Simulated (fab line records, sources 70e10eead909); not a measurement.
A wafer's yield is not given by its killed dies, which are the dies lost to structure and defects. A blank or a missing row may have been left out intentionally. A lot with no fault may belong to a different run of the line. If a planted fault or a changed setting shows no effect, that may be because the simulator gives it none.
Which of the tools did it? ; flow nand_harc ; 45 wafers from 15 lots sampled at 5 of the route's 1302 steps

== WHAT EACH GAUGE READ, for each wafer ==
NHARC_A_BONDPAD_THK_MEAS_20: measures by xrf. Usual: thk_nm at 169.7 nm, with a standard deviation of 1.7.
lot;measured;on;thk_nm (nm);flag
L995;day 23 09:35;film_metro-01;169.8 169.6 168.2;
L997;day 23 20:46;film_metro-02;170.0 169.3 168.3;
L998;day 24 10:10;film_metro-02;169.4 170.5 168.9;
L999;day 24 12:32;film_metro-01;171.9 171.6 169.7;
L100;day 24 23:50;film_metro-01;173.5 172.2 171.1;
L101;day 25 10:56;film_metro-01;169.1 168.5 168.5;
L102;day 25 15:04;film_metro-02;170.3 168.6 169.2;
L103;day 26 16:40;film_metro-01;167.7 167.5 169.7;
L104;day 27 01:32;film_metro-02;171.4 169.9 171.2;
L105;day 27 07:08;film_metro-02;170.6 169.4 168.4;
L106;day 27 15:16;film_metro-01;165.7 169.6 169.1;
L107;day 27 14:44;film_metro-02;172.7 171.5 168.7;
L114;day 31 10:56;film_metro-01;169.6;

NHARC_END_SORT_01. Usual: killed_at_array 63, standard deviation 27; killed_at_other 0.7, standard deviation 1.2; killed_at_periphery 3.1, standard deviation 2; killed_dies 67, standard deviation 28; killed_open 3.0, standard deviation 1.9; killed_short 2.2, standard deviation 1.5.
lot;measured;on;killed_at_array;killed_at_other;killed_at_periphery;killed_dies;killed_open;killed_short;flag
L113;day 32 05:50;prober-01;60 48 44;0 1 0;617 628 633;677 677 677;1 0 2;2 1 0;OFF
L114;day 33 04:20;prober-02;90 97 89;1 0 1;586 580 0;677 677 90;4 3 2;4 2 4;OFF
L115;day 32 22:00;prober-01;37 27 28;0 0 1;640 650 648;677 677 677;7 7 5;1 1 0;OFF

== WHAT TOOL EACH LOT RAN ON (gives the tool, then ch and the chambers of the sampled wafers, and finally the start) ==
lot;NHARC_P_STI_HDPCVD_20;NHARC_A_BONDPAD_ANNEAL_28;NHARC_THIN_TSV_CMP_01
L995;hdpcvd-01 ch 0,1, day 3 06:20;rtp_anneal-02 ch 0, day 23 08:55;cmp-04 ch 1,2, day 23 21:59
L997;hdpcvd-01 ch 0,1, day 3 23:34;rtp_anneal-01 ch 0, day 23 20:11;cmp-04 ch 0,2, day 24 07:58
L998;hdpcvd-01 ch 0,1, day 4 12:57;rtp_anneal-01 ch 0, day 24 09:31;cmp-03 ch 0,1,2, day 24 22:30
L999;hdpcvd-01 ch 0,1, day 4 21:52;rtp_anneal-01 ch 0, day 24 11:55;cmp-03 ch 0,3, day 24 21:16
L100;hdpcvd-01 ch 0,1, day 5 05:47;rtp_anneal-02 ch 0, day 24 23:13;cmp-04 ch 1,2,3, day 25 13:18
L101;hdpcvd-01 ch 0, day 5 21:16;rtp_anneal-02 ch 0, day 25 10:19;cmp-04 ch 1,2, day 25 22:05
L102;hdpcvd-01 ch 0,1, day 6 02:20;rtp_anneal-01 ch 0, day 25 14:25;cmp-03 ch 0,2,3, day 26 06:08
L103;hdpcvd-01 ch 0,1, day 6 16:52;rtp_anneal-02 ch 0, day 26 15:59;cmp-04 ch 0,1,3, day 27 03:55
L104;hdpcvd-01 ch 0, day 6 22:01;rtp_anneal-01 ch 0, day 27 00:53;cmp-03 ch 0,1, day 27 12:40
L105;hdpcvd-01 ch 0,1, day 7 10:20;rtp_anneal-02 ch 0, day 27 06:31;cmp-02 ch 0,1, day 27 18:14
L106;hdpcvd-01 ch 0,1, day 7 18:01;rtp_anneal-02 ch 0, day 27 14:40;cmp-02 ch 1,2,3, day 28 06:34
L107;hdpcvd-01 ch 0,1, day 8 07:40;rtp_anneal-01 ch 0, day 27 14:08;cmp-04 ch 0,2, day 28 05:17
L113;hdpcvd-01 ch 0, day 11 00:13;-;-
L114;hdpcvd-01 ch 0,1, day 11 06:30;rtp_anneal-01 ch 0, day 31 10:32;cmp-03 ch 0, day 32 03:07
L115;hdpcvd-01 ch 0, day 11 12:13;-;-
- NHARC_P_STI_HDPCVD_20: deposits SiO2.
- NHARC_A_BONDPAD_ANNEAL_28: time 90 s.
- NHARC_THIN_TSV_CMP_01: polishes.

== AS READ BY THE TOOLS THEMSELVES (means over the sampled wafers that have a number; for cases with no such wafer, the mark the record gives instead) ==
NHARC_A_BONDPAD_ANNEAL_28. Usual: wafer_temp_C_max at 226.2, with a standard deviation of 0.3.
lot;tool;wafer_temp_C_max;flag
L995;rtp_anneal-02;226.5;
L997;rtp_anneal-01;226.1;
L998;rtp_anneal-01;225.8;
L999;rtp_anneal-01;226.1;
L100;rtp_anneal-02;226.5;
L101;rtp_anneal-02;226.1;
L102;rtp_anneal-01;226.2;
L103;rtp_anneal-02;226.1;
L104;rtp_anneal-01;226.1;
L105;rtp_anneal-02;226.6;
L106;rtp_anneal-02;226.3;
L107;rtp_anneal-01;226.3;
L114;rtp_anneal-01;225.7;

NHARC_THIN_TSV_CMP_01. Usual: motor_current_A 11.9 A, standard deviation 1.1; slurry_flow_ml_min 150.0, standard deviation 0.52.
lot;tool;motor_current_A (A);slurry_flow_ml_min;flag
L995;cmp-04;12.3;150.7;
L997;cmp-04;10.2;150.2;
L998;cmp-03;11.5;149.3;
L999;cmp-03;12.0;150.2;
L100;cmp-04;12.3;149.9;
L101;cmp-04;11.9;150.7;
L102;cmp-03;11.9;150.1;
L103;cmp-04;12.1;150.1;
L104;cmp-03;12.0;149.9;
L105;cmp-02;13.2;150.2;
L106;cmp-02;12.3;149.3;
L107;cmp-04;10.6;149.5;
L114;cmp-03;11.7;149.9;

== THE ANSWER, worked out from the rows above alone ==
Rule: take the mean of a lot's wafers that have a number; if it is more than 3 standard deviations from the usual mean, the lot is off. Also off: a lot with no number at a reading for which 4 or more lots have one. Any other lot the step has rows for is counted as sound. After the gauges, taken in route order, come the tools' own readings; for these a lot's mean is taken, as printed above. The first step at which some lot is off is used, and at that step the reading that is off furthest; a lot without a number counts as furthest.
Off at NHARC_END_SORT_01 (killed_at_periphery): L113, L114, L115. Neither off nor sound, because the step has no rows for them: L995, L997, L998, L999, L100, L101, L102, L103, L104, L105, L106, L107.
A tool fits if, at a process step before that reading, it ran every lot that is off, and no sound lot after the first of them. Gauges at NHARC_END_SORT_01: tried the same way as those tools. One candidate fits, namely hdpcvd-01 at NHARC_P_STI_HDPCVD_20. It ran no sound lot before its first lot that is off in this sample, so the start can't be narrowed down.

== WHAT THE SIMULATOR HAD PUT IN ==
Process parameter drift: hdpcvd-01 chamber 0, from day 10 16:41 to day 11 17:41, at NHARC_P_STI_HDPCVD_20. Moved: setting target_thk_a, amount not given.
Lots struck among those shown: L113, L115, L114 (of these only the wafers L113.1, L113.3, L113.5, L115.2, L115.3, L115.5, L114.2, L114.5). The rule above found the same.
